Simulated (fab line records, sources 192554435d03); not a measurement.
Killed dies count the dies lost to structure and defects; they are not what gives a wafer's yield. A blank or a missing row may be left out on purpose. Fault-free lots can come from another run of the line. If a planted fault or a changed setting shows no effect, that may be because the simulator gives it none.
Matching of chambers ; flow n5_finfet ; 3 sister chambers for N5_BEOL_M5_ILD_DEP_00 on pecvd-03
The step deposits SiCOH lowk from DEMS/porogen, target thk 140.64 nm, time 25.9 s. 3 wafers are shown with their chamber, then 9 later ones without.

## EACH WAFER AND ITS CHAMBER
wafer;chamber;throttle_valve_pct (%)
L087.2;0;13.9
L087.3;1;14.2
L087.4;2;13.2

## WAFERS WITHOUT THEIR CHAMBER
wafer;throttle_valve_pct (%)
L090.1;14.4
L090.2;13.5
L090.3;13.8
L096.1;14.5
L096.4;14.4
L096.6;13.2
L097.2;13.1
L097.5;14.1
L097.6;13.4

## CHAMBER TAKEN BY EACH
wafer;from the rows above;in truth
L090.1;can't be placed: 1 or 0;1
L090.2;can't be placed: 2 or 0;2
L090.3;can't be placed: 0 or 1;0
L096.1;can't be placed: 1 or 0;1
L096.4;can't be placed: 1 or 0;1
L096.6;2;2
L097.2;2;2
L097.5;can't be placed: 1 or 0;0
L097.6;can't be placed: 2 or 0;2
Placed correctly: 2 of 9. Cannot be placed on the basis of these rows: 7; the candidates contain the true chamber in 7. Number placed wrongly: 0.
How it was worked out, from the rows above alone: a wafer's distance from a chamber is the root of the sum, over the readings, of the square of ((its reading less the chamber's mean) divided by the reading's scatter). The wafer belongs to the nearest chamber; if the next one is less than 2 further off, it can't be placed. Each chamber's mean is taken over the wafers shown for it. The scatter: with one shown wafer a chamber, the root of the mean of the squares of how far each hidden wafer lies from its nearest shown one.
